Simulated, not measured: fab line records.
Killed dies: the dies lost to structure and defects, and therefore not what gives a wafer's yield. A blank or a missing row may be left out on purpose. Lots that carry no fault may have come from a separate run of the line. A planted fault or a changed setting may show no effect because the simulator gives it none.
Lot-split experiment :: flow n5-finfet :: route with 1938 steps; 7 lots, 39 wafers read

== THE SPLIT ITSELF ==
At N5_WELL_APT_IMPLANT_32, the setting energy-kev was moved away from the recipe's 50 on 12 of the 39 wafers read, by -10.8% to +9.8%. For the rest of the wafers, this setting stayed at what the recipe calls for.

The reading is taken at the split's own step.

== THE READING ==
implant.drp-nm (the simulator's own value, which no gauge read), in nm, at N5_WELL_APT_IMPLANT_32. The file does not state a usual value for it.

wafer: L075.4
tool, chamber at the split: implanter-02, 0
energy-kev as run: 50
against the recipe: recipe
implant.drp-nm, nm: 18.55
against lot-mates on the recipe: -

wafer: L075.5
tool, chamber at the split: implanter-02, 0
energy-kev as run: 50
against the recipe: recipe
implant.drp-nm, nm: 18.55
against lot-mates on the recipe: -

wafer: L075.6
tool, chamber at the split: implanter-02, 0
energy-kev as run: 50
against the recipe: recipe
implant.drp-nm, nm: 18.55
against lot-mates on the recipe: -

wafer: L077.1
tool, chamber at the split: implanter-02, 0
energy-kev as run: 44.61
against the recipe: -10.8%
implant.drp-nm, nm: 17.12
against lot-mates on the recipe: -1.43

wafer: L077.3
tool, chamber at the split: implanter-02, 0
energy-kev as run: 44.61
against the recipe: -10.8%
implant.drp-nm, nm: 17.12
against lot-mates on the recipe: -1.43

wafer: L077.4
tool, chamber at the split: implanter-02, 0
energy-kev as run: 44.61
against the recipe: -10.8%
implant.drp-nm, nm: 17.12
against lot-mates on the recipe: -1.43

wafer: L077.2
tool, chamber at the split: implanter-02, 0
energy-kev as run: 50
against the recipe: recipe
implant.drp-nm, nm: 18.55
against lot-mates on the recipe: -

wafer: L077.5
tool, chamber at the split: implanter-02, 0
energy-kev as run: 50
against the recipe: recipe
implant.drp-nm, nm: 18.55
against lot-mates on the recipe: -

wafer: L077.6
tool, chamber at the split: implanter-02, 0
energy-kev as run: 50
against the recipe: recipe
implant.drp-nm, nm: 18.55
against lot-mates on the recipe: -

wafer: L078.1
tool, chamber at the split: implanter-01, 0
energy-kev as run: 50
against the recipe: recipe
implant.drp-nm, nm: 18.55
against lot-mates on the recipe: -

wafer: L078.2
tool, chamber at the split: implanter-01, 0
energy-kev as run: 50
against the recipe: recipe
implant.drp-nm, nm: 18.55
against lot-mates on the recipe: -

wafer: L078.3
tool, chamber at the split: implanter-01, 0
energy-kev as run: 50
against the recipe: recipe
implant.drp-nm, nm: 18.55
against lot-mates on the recipe: -

wafer: L078.4
tool, chamber at the split: implanter-01, 0
energy-kev as run: 50
against the recipe: recipe
implant.drp-nm, nm: 18.55
against lot-mates on the recipe: -

wafer: L078.5
tool, chamber at the split: implanter-01, 0
energy-kev as run: 50
against the recipe: recipe
implant.drp-nm, nm: 18.55
against lot-mates on the recipe: -

wafer: L078.6
tool, chamber at the split: implanter-01, 0
energy-kev as run: 50
against the recipe: recipe
implant.drp-nm, nm: 18.55
against lot-mates on the recipe: -

wafer: L083.1
tool, chamber at the split: implanter-02, 0
energy-kev as run: 54.89
against the recipe: +9.8%
implant.drp-nm, nm: 19.86
against lot-mates on the recipe: +1.31

wafer: L083.2
tool, chamber at the split: implanter-02, 0
energy-kev as run: 54.89
against the recipe: +9.8%
implant.drp-nm, nm: 19.86
against lot-mates on the recipe: +1.31

wafer: L083.5
tool, chamber at the split: implanter-02, 0
energy-kev as run: 54.89
against the recipe: +9.8%
implant.drp-nm, nm: 19.86
against lot-mates on the recipe: +1.31

wafer: L083.3
tool, chamber at the split: implanter-02, 0
energy-kev as run: 50
against the recipe: recipe
implant.drp-nm, nm: 18.55
against lot-mates on the recipe: -

wafer: L083.4
tool, chamber at the split: implanter-02, 0
energy-kev as run: 50
against the recipe: recipe
implant.drp-nm, nm: 18.55
against lot-mates on the recipe: -

wafer: L083.6
tool, chamber at the split: implanter-02, 0
energy-kev as run: 50
against the recipe: recipe
implant.drp-nm, nm: 18.55
against lot-mates on the recipe: -

wafer: L086.1
tool, chamber at the split: implanter-02, 0
energy-kev as run: 50
against the recipe: recipe
implant.drp-nm, nm: 18.55
against lot-mates on the recipe: -

wafer: L086.2
tool, chamber at the split: implanter-02, 0
energy-kev as run: 50
against the recipe: recipe
implant.drp-nm, nm: 18.55
against lot-mates on the recipe: -

wafer: L086.3
tool, chamber at the split: implanter-02, 0
energy-kev as run: 50
against the recipe: recipe
implant.drp-nm, nm: 18.55
against lot-mates on the recipe: -

wafer: L086.4
tool, chamber at the split: implanter-02, 0
energy-kev as run: 50
against the recipe: recipe
implant.drp-nm, nm: 18.55
against lot-mates on the recipe: -

wafer: L086.5
tool, chamber at the split: implanter-02, 0
energy-kev as run: 50
against the recipe: recipe
implant.drp-nm, nm: 18.55
against lot-mates on the recipe: -

wafer: L086.6
tool, chamber at the split: implanter-02, 0
energy-kev as run: 50
against the recipe: recipe
implant.drp-nm, nm: 18.55
against lot-mates on the recipe: -

wafer: L091.1
tool, chamber at the split: implanter-01, 0
energy-kev as run: 53.38
against the recipe: +6.8%
implant.drp-nm, nm: 19.45
against lot-mates on the recipe: +0.90

wafer: L091.5
tool, chamber at the split: implanter-01, 0
energy-kev as run: 53.38
against the recipe: +6.8%
implant.drp-nm, nm: 19.45
against lot-mates on the recipe: +0.90

wafer: L091.6
tool, chamber at the split: implanter-01, 0
energy-kev as run: 53.38
against the recipe: +6.8%
implant.drp-nm, nm: 19.45
against lot-mates on the recipe: +0.90

wafer: L091.2
tool, chamber at the split: implanter-01, 0
energy-kev as run: 50
against the recipe: recipe
implant.drp-nm, nm: 18.55
against lot-mates on the recipe: -

wafer: L091.3
tool, chamber at the split: implanter-01, 0
energy-kev as run: 50
against the recipe: recipe
implant.drp-nm, nm: 18.55
against lot-mates on the recipe: -

wafer: L091.4
tool, chamber at the split: implanter-01, 0
energy-kev as run: 50
against the recipe: recipe
implant.drp-nm, nm: 18.55
against lot-mates on the recipe: -

wafer: L096.1
tool, chamber at the split: implanter-01, 0
energy-kev as run: 50
against the recipe: recipe
implant.drp-nm, nm: 18.55
against lot-mates on the recipe: -

wafer: L096.2
tool, chamber at the split: implanter-01, 0
energy-kev as run: 50
against the recipe: recipe
implant.drp-nm, nm: 18.55
against lot-mates on the recipe: -

wafer: L096.6
tool, chamber at the split: implanter-01, 0
energy-kev as run: 50
against the recipe: recipe
implant.drp-nm, nm: 18.55
against lot-mates on the recipe: -

wafer: L096.3
tool, chamber at the split: implanter-01, 0
energy-kev as run: 54.22
against the recipe: +8.4%
implant.drp-nm, nm: 19.68
against lot-mates on the recipe: +1.13

wafer: L096.4
tool, chamber at the split: implanter-01, 0
energy-kev as run: 54.22
against the recipe: +8.4%
implant.drp-nm, nm: 19.68
against lot-mates on the recipe: +1.13

wafer: L096.5
tool, chamber at the split: implanter-01, 0
energy-kev as run: 54.22
against the recipe: +8.4%
implant.drp-nm, nm: 19.68
against lot-mates on the recipe: +1.13

FIT RESULTS
A straight line over all 39 wafers: implant.drp-nm changes by +0.133 nm for each +1% of energy-kev; r = +1.00; the points scatter about the line by 0.0027 nm.
The same after taking each lot's own level away (the mean of its wafers on the recipe; 39 wafers): +0.133 nm for each +1%; r = +1.00; scatter 0.0027 nm.
On that fit, the largest move of energy-kev shifts the reading by 1.4 nm.
The lots' own levels span 18.550 to 18.550 nm.
The two slopes agree, so the slope changes little with the lot-to-lot level.
Check: -1.44 nm against its lot-mates is what the line predicts for one of the wafers moved furthest among these (-10.8%) when that wafer is left out of the fit. It came out at -1.43 nm against them.

== THE WHOLE CHAIN: every reading that the file lists as answering this split, in the file's order ==
step: N5_WELL_APT_IMPLANT_32
what it does: 
reading: implant.rp-nm (the simulator's own value, which no gauge read)
change (the file's fit): +0.374 nm for each +1% of the setting
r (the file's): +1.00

step: N5_WELL_APT_IMPLANT_32
what it does: 
reading: implant.drp-nm (the simulator's own value, which no gauge read)
change (the file's fit): +0.133 nm for each +1% of the setting
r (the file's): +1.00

== THE FILE'S OWN FIT ==
implant.drp-nm changes by +0.133 nm for each +1% of energy-kev, r = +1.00.
